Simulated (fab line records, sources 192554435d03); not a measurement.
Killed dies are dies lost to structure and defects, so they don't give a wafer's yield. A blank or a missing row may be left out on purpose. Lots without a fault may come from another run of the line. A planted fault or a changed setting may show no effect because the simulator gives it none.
A struck lot beside a sound one | flow n5_finfet | 39 steps out of a route of 1938
Sound: wafers L798.1, L798.4, L798.6. Struck: wafer L810.2. (L810.1, L810.4 of the same lot were not struck and are left out.) The cause comes at the end.
At each step with rows: each side's tool, then ch and its chambers, then its first start. Under that, the readings that differ: sound wafers | struck wafers | difference of the means | sigmas: that difference in standard deviations of wafers without a fault.
alike: readings whose means differ by less than 2 such deviations, and words and numbers that are the same on both sides. not compared: withheld readings, readings that some wafer has no value for, bounds like >300 that may hide the same value, and numbers for which the record gives no deviation and whose values overlap.
The two part at a step that has a row with sigmas, a row that says differs or no value, or rows on one side only. Numbers that don't overlap but have no deviation are shown without sigmas and don't part them. A reading that every wafer of one side lacks parts them only if that side has two wafers or more.

first, 9 steps without rows for these wafers: N5_HKMG_FIN_SOFTBAKE_07 (time 60 s); N5_HKMG_FIN_EXPOSE_09 (exposes mask NWFM); N5_HKMG_FIN_PEB_10 (peb time 60 s); N5_HKMG_FIN_DEVELOP_11 (develop time 30 s); N5_HKMG_FIN_DESCUM_17 (chemistry O2, time 7.9 s); N5_HKMG_FIN_ETCH_31 (etches SiARC in CF4, target depth 45.5 nm, time 75.8 s); N5_HKMG_FIN_ETCH_32 (etches SOC in N2/H2, target depth 240 nm, time 300 s); N5_HKMG_FIN_STRIP_33 (strips in N2/H2); N5_HKMG_FIN_STRIP_34 (strips in CF4).
N5_HKMG_FIN_ETCH_35: etches SOC in N2/H2, target depth 215.8 nm, time 243.4 s.
  sound on rie_diel-05 ch 0,1, day 4 18:35; struck on rie_diel-05 ch 0, day 7 17:19
  reading                                   | sound             | struck | difference | sigmas
  n2_flow_sccm (sccm)                       | 199.9 199.1 199.7 | 201.1  | +1.5       | +2
  oes_product_au (a.u.)                     | 0.75 0.77 0.75    | 0.60   | -0.16      | -2
  model.etch.depth_nm (nm)                  | 209.2 226.7 211.1 | 143.9  | -71.8      |
  model.HKMG_FIN.feature_depth_nm (nm)      | 209.2 226.6 211   | 144    | -72        |
  model.SOC_of_HKMG_FIN_COAT_29.thk_nm (nm) | 91.4 73.8 89.6    | 154.8  | +69.9      |
  alike: drypump_motor_current_A, rf_vpp_V, showerhead_plenum_p_Torr, throttle_valve_pct
  not compared: rf_hours_counter_h
N5_HKMG_FIN_STRIP_92: strips SOC in N2/H2, time 20 s.
  sound on rie_diel-05 ch 0,1, day 4 18:44; struck on rie_diel-05 ch 0, day 7 17:28
  reading                                   | sound             | struck | difference | sigmas
  bias_power_w (W)                          | 8.061 8.020 8.011 | 7.980  | -0.051     | -2
  n2_flow_sccm (sccm)                       | 300.3 298.3 298.8 | 300.9  | +1.8       | +2
  model.SOC_of_HKMG_FIN_COAT_29.thk_nm (nm) | 81.4 62.8 79.6    | 144.8  | +70.2      |
  alike: drypump_motor_current_A, oes_product_au, rf_vpp_V, showerhead_plenum_p_Torr, throttle_valve_pct
  not compared: rf_hours_counter_h
then, 26 steps without rows for these wafers: N5_HKMG_FIN_WET_ETCH_18 (etches TiN in SC1, time 55 s, target depth 5.2 nm, rinse time 30 s); N5_HKMG_FIN_STRIP_19 (strips in N2/H2, time 360 s); N5_HKMG_FIN_ALD_91 (deposits TiN, target thk 1 nm, pulse time 1 s, purge time 3 s); N5_HKMG_FIN_COAT_85 (time 60 s, resist thk 300 nm); N5_HKMG_FIN_ETCH_86 (etches SOC in N2/H2, stops on TiN, target depth 393.2 nm); N5_HKMG_FIN_STRIP_89 (strips SOC in N2/H2, time 20 s); N5_HKMG_FIN_WET_ETCH_87 (etches TiN in SC1, time 154.2 s, target depth 4.7 nm, rinse time 30 s); N5_HKMG_FIN_STRIP_88 (strips in N2/H2, time 360 s); N5_HKMG_FIN_NWFM_ALD_20 (deposits TiAlC, target thk 2 nm, pulse time 3 s, purge time 2 s); N5_HKMG_FIN_ALD_71 (deposits TiN, target thk 1 nm, pulse time 1 s, purge time 3 s); N5_HKMG_FIN_COAT_66 (time 60 s, resist thk 300 nm); N5_HKMG_FIN_ETCH_67 (etches SOC in N2/H2, stops on TiN, target depth 388.9 nm); N5_HKMG_FIN_STRIP_90 (strips SOC in N2/H2, time 20 s); N5_HKMG_FIN_WET_ETCH_73 (etches the open film in SC1, time 42.3 s, target depth 1.3 nm, rinse time 30 s); N5_HKMG_FIN_ETCHBACK_68 (etches the open film in Cl2/Ar, stops on HfO2, target depth 0.5 nm); N5_HKMG_FIN_STRIP_69 (strips in N2/H2, time 360 s); N5_HKMG_FIN_ALD_21 (deposits TiN, target thk 1.5 nm, pulse time 1 s, purge time 3 s); N5_HKMG_FIN_ALD_72 (deposits W, target thk 2 nm, pulse time 1 s, purge time 2 s); N5_HKMG_FIN_W_FILL_22 (material W, target thk 60 nm, time 18.2 s); N5_HKMG_FIN_PRECLEAN_83 (cleans in DIW, time 57.5 s); N5_HKMG_FIN_SRD_84 (dry time 32 s); N5_HKMG_FIN_CMP_23 (polishes, stops on SiNx, t overpolish 10 s, target thk 46.326 nm); N5_HKMG_FIN_CMP_94 (polishes, stops on SiNx, t overpolish 4.7 s, target thk 43.299 nm); N5_GATE_CUT_ETCHBACK_00 (etches W in SF6/Cl2); N5_GATE_CUT_ETCH_56 (etches TiN in Cl2/Ar, target depth 21.6 nm); N5_GATE_CUT_ETCHBACK_30 (etches TiN in Cl2/Ar, target depth 3 nm).
-- the record jumps here: 4 days lie between the struck wafers' starts before and after (it left off in module GATE_CUT and takes up again in module BEOL_M4, whose first step shown is number 1111 of the route) --
N5_BEOL_M4_RC_MEAS_101:
  sound on prober-02 ch 0, day 8 16:49; struck on prober-01 ch 0, day 11 21:16
  reading             | sound                      | struck   | difference | sigmas
  IOFF_N_LIN (nA/um)  | 0.061 0.069 0.053          | 0.031    | -0.030     | -2
  IOFF_N_LONG (nA/um) | 4.88e-05 4.91e-05 4.89e-05 | 3.61e-05 | -1.28e-05  | -5
  ION_N (uA/um)       | 664 671 644                | 460      | -200       | -15
  VT_N (mV)           | 253 252 257                | 273      | +19        | +6
  VT_N_LONG (mV)      | 277.9 276.4 278.3          | 297.1    | +19.6      | +10
  VT_N_LVT (mV)       | 99 99 103                  | 122      | +22        | +7
  alike: DIBL_N, DIBL_P, IOFF_N, IOFF_P, ION_P, SS_N, SS_P, VT_P
-- the record jumps here: 5 days lie between the struck wafers' starts before and after (it left off in module BEOL_M4 and takes up again in module PASSIVATION, whose first step shown is number 1936 of the route) --
N5_PASSIVATION_PROBE_49:
  the record has rows for the struck wafers here (prober-02, day 16 14:25) and none for the sound ones

WHERE THEY PART
First at N5_HKMG_FIN_ETCH_35; last, within this record, at N5_PASSIVATION_PROBE_49.

WHY: what the simulator had put in
Process parameter drift: rie_diel-05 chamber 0, from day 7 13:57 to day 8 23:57, at N5_HKMG_FIN_ETCH_35. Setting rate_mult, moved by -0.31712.
